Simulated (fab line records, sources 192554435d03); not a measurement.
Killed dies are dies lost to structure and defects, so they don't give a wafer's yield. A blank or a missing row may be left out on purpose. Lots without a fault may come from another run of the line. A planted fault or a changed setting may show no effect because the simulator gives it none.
A struck lot beside a sound one | flow n5_finfet | 22 steps out of a route of 1938
Sound: wafers L621.3, L621.5, L621.6. Struck: wafers L630.1, L630.3, L630.6. The cause comes at the end.
At each step with rows: each side's tool, then ch and its chambers, then its first start. Under that, the readings that differ: sound wafers | struck wafers | difference of the means | sigmas: that difference in standard deviations of wafers without a fault.
alike: readings whose means differ by less than 2 such deviations, and words and numbers that are the same on both sides. not compared: withheld readings, readings that some wafer has no value for, bounds like >300 that may hide the same value, and numbers for which the record gives no deviation and whose values overlap.
The two part at a step that has a row with sigmas, a row that says differs or no value, or rows on one side only. Numbers that don't overlap but have no deviation are shown without sigmas and don't part them. A reading that every wafer of one side lacks parts them only if that side has two wafers or more.

first, 8 steps without rows for these wafers: N5_BEOL_M8_DESCUM_16 (chemistry O2, time 7.9 s); N5_BEOL_M8_ETCH_61 (etches SiARC in CF4, target depth 45.5 nm, time 75.8 s); N5_BEOL_M8_ETCH_62 (etches SOC in N2/H2, target depth 110 nm, overetch 22 nm, time 165 s); N5_BEOL_M8_STRIP_68 (strips in N2/H2); N5_BEOL_M8_STRIP_67 (strips in CF4); N5_BEOL_M8_HM_OPEN_17 (chemistry Cl2/BCl3, target TiN, target depth 20 nm, overetch 6 nm); N5_BEOL_M8_STRIP_19 (strips in O2); N5_BEOL_M8_COAT_63 (time 60 s, resist thk 60 nm).
N5_BEOL_M8_COAT_64: time 60 s, resist thk 12 nm.
  sound on litho_track-03 ch 0, day 10 03:01; struck on litho_track-03 ch 0, day 12 04:19
  reading                                    | sound                | struck               | difference | sigmas
  spin_speed_rpm (rpm)                       | 1499.9 1499.4 1500.2 | 1418.3 1417.1 1419.0 | -81.7      | -82
  model.SiARC_of_BEOL_M8_COAT_64.thk_nm (nm) | 12 12 12             | 12.4 12.4 12.4       | +0.4       |
then, 9 steps without rows for these wafers: N5_BEOL_M8_COAT_71 (time 60 s, resist thk 5 nm); N5_BEOL_M8_COAT_22 (resist thk 30 nm); N5_BEOL_M8_EBR_24; N5_BEOL_M8_SOFTBAKE_23 (time 60 s); N5_BEOL_M8_EXPOSE_25 (exposes mask V7, target cd 40 nm); N5_BEOL_M8_PEB_26 (peb time 60 s); N5_BEOL_M8_DEVELOP_27 (develop time 30 s); N5_BEOL_M8_DESCUM_33 (chemistry O2, time 7 s); N5_BEOL_M8_ETCH_72 (etches underlayer in N2/H2, target depth 6.5 nm, time 5.2 s).
N5_BEOL_M8_ETCH_65: etches SiARC in CF4, target depth 15.6 nm, time 26 s.
  sound on rie_diel-02 ch 0,1, day 10 03:27; struck on rie_diel-06 ch 0,2,3, day 12 04:53
  reading                  | sound          | struck            | difference | sigmas
  etch_rf_on_time_s (s)    | 25.2 25.3 25.2 | 27.3 27.4 26.5    | +1.8       | +3
  model.etch.depth_nm (nm) | 12.02 12 12.01 | 12.38 12.39 12.39 | +0.38      |
  alike: drypump_motor_current_A, oes_product_au, rf_vpp_V, showerhead_plenum_p_Torr, throttle_valve_pct
  not compared: rf_hours_counter_h, model.CAR-EUV_of_BEOL_M8_COAT_22.thk_nm
N5_BEOL_M8_ETCH_66: etches SOC in N2/H2, target depth 80 nm, overetch 16 nm, time 120 s.
  sound on rie_diel-02 ch 0,1, day 10 03:29; struck on rie_diel-06 ch 0,2,3, day 12 04:55
  reading                                    | sound     | struck    | difference | sigmas
  model.SiARC_of_BEOL_M8_COAT_64.thk_nm (nm) | 6 6.4 6.2 | 6.8 7 6.6 | +0.6       |
  alike: drypump_motor_current_A, oes_product_au, rf_vpp_V, showerhead_plenum_p_Torr, throttle_valve_pct
  not compared: rf_hours_counter_h
then, 1 step without rows for these wafers: N5_BEOL_M8_STRIP_69 (strips in N2/H2).
-- the record jumps here: 3 days lie between the struck wafers' starts before and after (it left off in module BEOL_M8 and takes up again in module PASSIVATION, whose first step shown is number 1936 of the route) --
N5_PASSIVATION_PROBE_49:
  sound on prober-02, day 12 14:40; struck on prober-01, day 14 22:01
  reading              | sound    | struck   | difference | sigmas
  killed_at_M0_to_M3   | 38 59 54 | 32 26 20 | -24        | -2
  sort_bin_8_speed (%) | 0 0 0    | 0.34 0 0 | +0.11      | +3
  alike: defect_limited_yield, killed_at_M4_up, killed_at_contacts, killed_at_front_end, killed_at_other, killed_dies, killed_open, killed_short, sort_bin_5_function, sort_bin_6_memory, sort_n_pass

WHERE THEY PART
First at N5_BEOL_M8_COAT_64; last, within this record, at N5_PASSIVATION_PROBE_49.

WHY: what the simulator had put in
Process parameter drift: litho_track-03, from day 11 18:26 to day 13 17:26, at N5_BEOL_M8_COAT_64. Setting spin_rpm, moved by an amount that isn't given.
